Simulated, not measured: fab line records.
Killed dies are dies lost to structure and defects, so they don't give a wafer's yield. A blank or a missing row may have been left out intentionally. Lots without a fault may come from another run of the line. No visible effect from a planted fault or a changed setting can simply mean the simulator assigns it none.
Which tool was responsible? -- flow nand_harc -- 12 lots, 36 wafers sampled, at 6 steps of a route of 1302

WHAT THE GAUGES READ, wafer by wafer
NHARC_A_START_INSPECT_01.
lot,measured,on,raw_defect_count
L377,day 7 22:42,defect_inspect-01,3 6 6
L376,day 8 00:46,defect_inspect-02,4 4 1
L379,day 8 21:22,defect_inspect-01,5 5 6
L380,day 9 02:37,defect_inspect-01,3 4 3
L382,day 9 21:08,defect_inspect-01,1 2 3
L390,day 13 19:01,defect_inspect-01,2 4 8
L391,day 13 21:21,defect_inspect-01,4 1 5
L392,day 14 04:20,defect_inspect-01,3 1 2
L393,day 14 15:37,defect_inspect-01,1 4 4
L394,day 14 21:28,defect_inspect-01,4 2 7
L396,day 16 00:48,defect_inspect-01,6 5 1
L397,day 16 04:01,defect_inspect-01,3 5 2

NHARC_A_ONON_D1_THK_MEAS_18: measures by ellipsometry.
lot,measured,on,thk_nm (nm)
L377,day 9 11:59,film_metro-01,1001 999 1001
L376,day 9 11:59,film_metro-02,990 991 989
L379,day 10 06:37,film_metro-02,1004 1004 1005
L380,day 10 14:38,film_metro-02,1010 700 1009
L382,day 11 05:56,film_metro-01,1006 697 697
L390,day 15 06:06,film_metro-02,996 998 996
L391,day 15 06:05,film_metro-01,1002 999 1000
L392,day 15 15:20,film_metro-01,1002 1001 1002
L393,day 16 01:04,film_metro-02,1005 1007 1007
L394,day 16 10:45,film_metro-02,977 976 975
L396,day 17 13:13,film_metro-01,999 997 999
L397,day 17 13:13,film_metro-02,991 990 990

NHARC_END_SORT_01.
lot,measured,on,killed_at_array,killed_at_other,killed_at_periphery,killed_dies,killed_open,killed_short
L380,day 27 03:11,prober-02,36 675 31,1 2 2,5 0 2,42 677 35,7 1 3,4 5 4
L382,day 27 14:13,prober-01,56 672 674,0 0 0,3 5 3,59 677 677,2 4 4,1 3 2
L390,day 30 20:04,prober-02,62 69 61,5 3 1,0 1 0,67 73 62,3 2 1,1 1 3

TOOL THAT RAN EACH LOT (tool first, then ch and the chambers of the sampled wafers, then the start)
lot,NHARC_P_BONDPAD_ACTIVATE_29,NHARC_A_ONON_D1_DEP_16,NHARC_A_CHANNEL_HOLE_D1_DEP_00
L377,"rie_diel-06 ch 0,1,3, day 7 22:17","pecvd_onon-03 ch 0, day 9 11:28","acl_dep-03 ch 0, day 9 14:50"
L376,"rie_diel-09 ch 0,1,3, day 8 00:23","pecvd_onon-04 ch 0, day 9 11:28","acl_dep-01 ch 0, day 9 14:52"
L379,"rie_diel-09 ch 0,2,3, day 8 20:54","pecvd_onon-01 ch 0, day 10 06:12","acl_dep-01 ch 0, day 10 12:41"
L380,"rie_diel-09 ch 0,1,2, day 9 02:09","pecvd_onon-01 ch 0, day 10 14:07","acl_dep-02 ch 0, day 10 18:25"
L382,"rie_diel-09 ch 0,2,3, day 9 20:45","pecvd_onon-01 ch 0, day 11 05:25","acl_dep-02 ch 0, day 11 14:58"
L390,"rie_diel-08 ch 1,2, day 13 18:37","pecvd_onon-01 ch 0, day 15 05:38","acl_dep-02 ch 0, day 15 09:17"
L391,"rie_diel-08 ch 0,1,2, day 13 20:56","pecvd_onon-03 ch 0, day 15 05:38","acl_dep-01 ch 0, day 15 09:16"
L392,"rie_diel-09 ch 1,3, day 14 03:54","pecvd_onon-01 ch 0, day 15 14:57","acl_dep-02 ch 0, day 15 19:06"
L393,"rie_diel-08 ch 1,2, day 14 15:13","pecvd_onon-01 ch 0, day 16 00:34","acl_dep-02 ch 0, day 16 04:08"
L394,"rie_diel-06 ch 0,3, day 14 21:04","pecvd_onon-04 ch 0, day 16 10:18","acl_dep-03 ch 0, day 16 16:39"
L396,"rie_diel-09 ch 0,1,2, day 16 00:25","pecvd_onon-04 ch 0, day 17 12:46","acl_dep-02 ch 0, day 17 17:26"
L397,"rie_diel-06 ch 1,2,3, day 16 03:38","pecvd_onon-01 ch 0, day 17 12:46","acl_dep-03 ch 0, day 17 17:02"
- NHARC_P_BONDPAD_ACTIVATE_29: chemistry N2, time 60 s.
- NHARC_A_ONON_D1_DEP_16: target thk 1000 nm.
- NHARC_A_CHANNEL_HOLE_D1_DEP_00: deposits aC, target thk 3100 nm.

AS READ BY THE TOOLS THEMSELVES (means over the sampled wafers that have a number; for cases with no such wafer, the mark the record gives instead)
NHARC_P_BONDPAD_ACTIVATE_29.
lot,tool,drypump_motor_current_A (A),oes_product_au (a.u.),rf_vpp_V (V),showerhead_plenum_p_Torr (Torr)
L377,rie_diel-06,6.1,1.000,63.9,1.77
L376,rie_diel-09,5.4,0.999,65.1,1.77
L379,rie_diel-09,5.3,0.998,64.2,1.72
L380,rie_diel-09,5.7,0.997,64.3,1.79
L382,rie_diel-09,5.3,0.996,64.1,1.72
L390,rie_diel-08,6.0,0.995,63.7,1.71
L391,rie_diel-08,5.9,1.001,64.8,1.76
L392,rie_diel-09,5.8,0.998,63.7,1.83
L393,rie_diel-08,6.0,1.004,63.7,1.71
L394,rie_diel-06,6.0,0.996,64.1,1.78
L396,rie_diel-09,5.7,1.010,64.1,1.78
L397,rie_diel-06,6.3,1.001,64.7,1.71

NHARC_A_ONON_D1_DEP_16.
lot,tool,sih4_flow_sccm (sccm)
L377,pecvd_onon-03,210.4
L376,pecvd_onon-04,210.6
L379,pecvd_onon-01,209.7
L380,pecvd_onon-01,210.0
L382,pecvd_onon-01,210.4
L390,pecvd_onon-01,209.7
L391,pecvd_onon-03,209.8
L392,pecvd_onon-01,209.8
L393,pecvd_onon-01,210.0
L394,pecvd_onon-04,209.0
L396,pecvd_onon-04,210.4
L397,pecvd_onon-01,210.4

NHARC_A_CHANNEL_HOLE_D1_DEP_00.
lot,tool,throttle_valve_pct (%)
L377,acl_dep-03,34.995
L376,acl_dep-01,35.002
L379,acl_dep-01,34.995
L380,acl_dep-02,35.017
L382,acl_dep-02,35.004
L390,acl_dep-02,35.002
L391,acl_dep-01,34.993
L392,acl_dep-02,35.003
L393,acl_dep-02,35.000
L394,acl_dep-03,35.008
L396,acl_dep-02,34.999
L397,acl_dep-03,34.997

THE ANSWER, worked out from the rows above alone
Rule: the lots themselves supply what counts as usual. Put in order of their means at a reading, lots are off if they are a third of the lots or fewer, leave a main group of 4 or more, and stand apart from it by a gap of 3 or more times the standard deviation of the main group's means; of several such gaps the widest counts. A main group whose means are all the same, to the digits that the tables above print for the reading, isn't used. A lot without any number at a reading at which 4 lots or more have one is off too. Where the step has rows for the other lots, those lots are counted as sound. Order of review: gauges by route order, followed by the tools' own readings, for which a lot's mean as printed above is used. At the first step where some lot is off, the reading lying furthest off is the one used; lots without a number count as furthest.
Off: L380, L382 (NHARC_A_ONON_D1_THK_MEAS_18, thk_nm). Mean 996 nm and standard deviation 8.5 in the main group.
A tool fits if, at a process step before that reading, it ran every lot that is off, and no sound lot after the first of them. Gauges at NHARC_A_ONON_D1_THK_MEAS_18: tried the same way as those tools. Not one of the candidates tried fits.

WHAT WAS PUT IN BY THE SIMULATOR
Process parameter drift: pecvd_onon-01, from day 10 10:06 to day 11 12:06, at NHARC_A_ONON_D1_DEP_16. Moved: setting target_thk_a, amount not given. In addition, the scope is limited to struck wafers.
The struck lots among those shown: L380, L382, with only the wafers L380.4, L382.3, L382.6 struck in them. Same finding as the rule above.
